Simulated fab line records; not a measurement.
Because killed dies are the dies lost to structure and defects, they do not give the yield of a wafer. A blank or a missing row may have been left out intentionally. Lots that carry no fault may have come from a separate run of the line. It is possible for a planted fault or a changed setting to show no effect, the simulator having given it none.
Chamber matching | flow n5Finfet | N5_GATE_CUT_ETCH_58 on rieDiel-03: 4 sister chambers
The step etches SiNx in CH3F/O2, target depth 17 nm, time 128.6 s. 20 wafers are shown with their chamber, then 10 later ones without.

EACH WAFER AND ITS CHAMBER
wafer  | chamber | drypumpMotorCurrentA (A) | showerheadPlenumPTorr (Torr) | throttleValvePct (%)
L076.3 | 1       | 5.6                      | 1.91                         | 16.53
L076.4 | 3       | 5.5                      | 1.91                         | 16.27
L076.5 | 0       | 5.8                      | 2.04                         | 16.29
L077.4 | 0       | 5.8                      | 2.04                         | 16.28
L077.5 | 1       | 5.6                      | 1.91                         | 16.55
L077.6 | 0       | 5.9                      | 2.04                         | 16.27
L078.2 | 0       | 5.8                      | 2.04                         | 16.28
L078.4 | 3       | 5.5                      | 1.91                         | 16.28
L078.5 | 0       | 5.9                      | 2.04                         | 16.30
L082.1 | 3       | 5.5                      | 1.91                         | 16.29
L082.4 | 1       | 5.6                      | 1.91                         | 16.55
L082.6 | 1       | 5.6                      | 1.91                         | 16.54
L085.1 | 0       | 5.8                      | 2.03                         | 16.31
L085.2 | 3       | 5.5                      | 1.91                         | 16.30
L085.3 | 1       | 5.6                      | 1.91                         | 16.58
L086.3 | 1       | 5.6                      | 1.91                         | 16.57
L086.4 | 2       | 6.6                      | 1.98                         | 16.29
L086.6 | 0       | 5.8                      | 2.03                         | 16.32
L091.1 | 1       | 5.6                      | 1.90                         | 16.60
L091.5 | 0       | 5.9                      | 2.03                         | 16.33

SIGNATURES (means of the wafers above)
reading               | chamber 0 | chamber 1 | chamber 2 | chamber 3 | scatter within a chamber
drypumpMotorCurrentA  | 5.838     | 5.600     | 6.600     | 5.500     | 0.0342
showerheadPlenumPTorr | 2.0362    | 1.9086    | 1.9800    | 1.9100    | 0.00413
throttleValvePct      | 16.2975   | 16.5600   | 16.2900   | 16.2850   | 0.0213
Rule: for each reading, subtract the chamber's mean from the wafer's reading, divide by that reading's scatter and square the result; add these up over the readings and take the root, which gives the wafer's distance from the chamber. If the next closest chamber is less than 2 further off than the closest, the wafer can't be placed; otherwise it belongs to the closest. The scatter: take each reading less its chamber's mean, square it, sum over the shown wafers, divide by the number of wafers less the number of chambers, and take the root.

WAFERS WHOSE CHAMBER IS MISSING
wafer  | drypumpMotorCurrentA (A) | showerheadPlenumPTorr (Torr) | throttleValvePct (%)
L091.6 | 5.6                      | 1.90                         | 16.61
L092.1 | 5.6                      | 1.90                         | 16.59
L092.3 | 5.9                      | 2.03                         | 16.35
L092.4 | 5.5                      | 1.90                         | 16.32
L093.2 | 5.5                      | 1.90                         | 16.34
L093.4 | 5.6                      | 1.90                         | 16.60
L093.6 | 5.8                      | 2.03                         | 16.34
L097.2 | 6.6                      | 1.97                         | 15.86
L097.5 | 6.5                      | 1.97                         | 15.83
L097.6 | 5.8                      | 2.02                         | 16.37

CHAMBER TAKEN BY EACH
wafer  | from the rows above | in truth
L091.6 | 1                   | 1
L092.1 | 1                   | 1
L092.3 | 0                   | 0
L092.4 | 3                   | 3
L093.2 | 3                   | 3
L093.4 | 1                   | 1
L093.6 | 0                   | 0
L097.2 | 2                   | 2
L097.5 | 2                   | 2
L097.6 | 0                   | 0
Placed correctly: 10 of 10. Left unplaced by these rows: 0. Placed wrongly: 0.
